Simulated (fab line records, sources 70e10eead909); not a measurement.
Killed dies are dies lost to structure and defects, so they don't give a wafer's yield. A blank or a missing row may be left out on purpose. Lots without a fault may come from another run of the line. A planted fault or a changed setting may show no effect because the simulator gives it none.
A struck lot beside a sound one | flow nand_harc | 15 steps out of a route of 1302
Sound: wafers L740.1, L740.2, L740.4. Struck: wafers L754.4, L754.5, L754.6. The cause comes at the end.
At each step with rows: each side's tool, then ch and its chambers, then its first start. Under that, the readings that differ: sound wafers | struck wafers | difference of the means | sigmas: that difference in standard deviations of wafers without a fault.
alike: readings whose means differ by less than 2 such deviations, and words and numbers that are the same on both sides. not compared: withheld readings, readings that some wafer has no value for, bounds like >300 that may hide the same value, and numbers for which the record gives no deviation and whose values overlap.
The two part at a step that has a row with sigmas, a row that says differs or no value, or rows on one side only. Numbers that don't overlap but have no deviation are shown without sigmas and don't part them. A reading that every wafer of one side lacks parts them only if that side has two wafers or more.

NHARC_A_CHANNEL_HOLE_D2_ETCH_44: etches the open film in CF4/O2, target depth 140 nm, overetch 14 nm, time 77 s.
  sound on rie_diel-09 ch 0,1,2, day 15 08:00; struck on rie_diel-09 ch 2,3, day 21 04:50
  alike: drypump_motor_current_A, oes_o_777_au, oes_product_au, rf_vpp_V, showerhead_plenum_p_Torr, throttle_valve_pct
  not compared: rf_hours_counter_h
NHARC_A_CHANNEL_HOLE_D2_STRIP_28: strips in O2.
  sound on rie_diel-09 ch 0,2,3; struck on rie_diel-09 ch 1,2,3
  alike: drypump_motor_current_A, oes_product_au, rf_vpp_V, showerhead_plenum_p_Torr, throttle_valve_pct
  not compared: rf_hours_counter_h
then, 2 steps without rows for these wafers: NHARC_A_CHANNEL_HOLE_D2_PRECLEAN_29 (cleans in SC1); NHARC_A_CHANNEL_HOLE_D2_SRD_30.
NHARC_A_CHANNEL_HOLE_D2_CD_MEAS_31:
  sound on cd_sem-01, day 15 08:47; struck on cd_sem-01, day 21 05:38
  alike: cd_nm
then, 1 step without rows for these wafers: NHARC_A_CHANNEL_HOLE_D2_XSEM_32.
NHARC_A_CHANNEL_HOLE_D2_INSPECT_40:
  sound on defect_inspect-02, day 15 08:58; struck on defect_inspect-02, day 21 05:49
  alike: raw_defect_count
then, 2 steps without rows for these wafers: NHARC_A_CHANNEL_FILL_D2_PRECLEAN_00 (cleans in SC1); NHARC_A_CHANNEL_FILL_D2_SRD_01.
NHARC_A_CHANNEL_FILL_D2_ALD_02: deposits SiO2, target thk 6 nm, pulse time 10 s, ald cycles 60.
  sound on ald_hk-04 ch 0,2,3, day 15 09:22; struck on ald_hk-04 ch 1,2, day 21 06:05
  alike: ald_cycles, heater_power_w, precursor_pulse_height_rel
NHARC_A_CHANNEL_FILL_D2_ALD_03: deposits SiNx, target thk 6 nm, pulse time 60 s, ald cycles 58.
  sound on ald_sin_batch-02 ch 0; struck on ald_sin_batch-02 ch 0
  alike: ald_cycles, precursor_pulse_height_rel
then, 1 step without rows for these wafers: NHARC_A_CHANNEL_FILL_D2_ALD_14 (deposits SiO2, target thk 2.5 nm, pulse time 10 s, ald cycles 25).
NHARC_A_CHANNEL_FILL_D2_ALD_15: deposits SiNx, target thk 2 nm, pulse time 60 s, ald cycles 19.
  sound on ald_sin_batch-03 ch 0, day 15 19:31; struck on ald_sin_batch-01 ch 0, day 21 16:43
  reading    | sound    | struck   | difference | sigmas
  ald_cycles | 19 19 19 | 21 21 21 | +2         |
  alike: precursor_pulse_height_rel
NHARC_A_CHANNEL_FILL_D2_ALD_16: deposits SiO2, target thk 1.5 nm, pulse time 10 s, ald cycles 15.
  sound on ald_hk-04 ch 1,2,3, day 15 21:35; struck on ald_hk-04 ch 0,1,2, day 21 18:49
  reading                    | sound             | struck            | difference | sigmas
  precursor_pulse_height_rel | 0.994 0.984 0.939 | 0.998 1.046 1.045 | +0.057     | +3
  alike: ald_cycles, heater_power_w
NHARC_END_SORT_01:
  the record has rows for the sound wafers here (prober-02 ch 0, day 26 06:52) and none for the struck ones

WHERE THEY PART
First at NHARC_A_CHANNEL_FILL_D2_ALD_16; last, within this record, at NHARC_END_SORT_01.

WHY: what the simulator had put in
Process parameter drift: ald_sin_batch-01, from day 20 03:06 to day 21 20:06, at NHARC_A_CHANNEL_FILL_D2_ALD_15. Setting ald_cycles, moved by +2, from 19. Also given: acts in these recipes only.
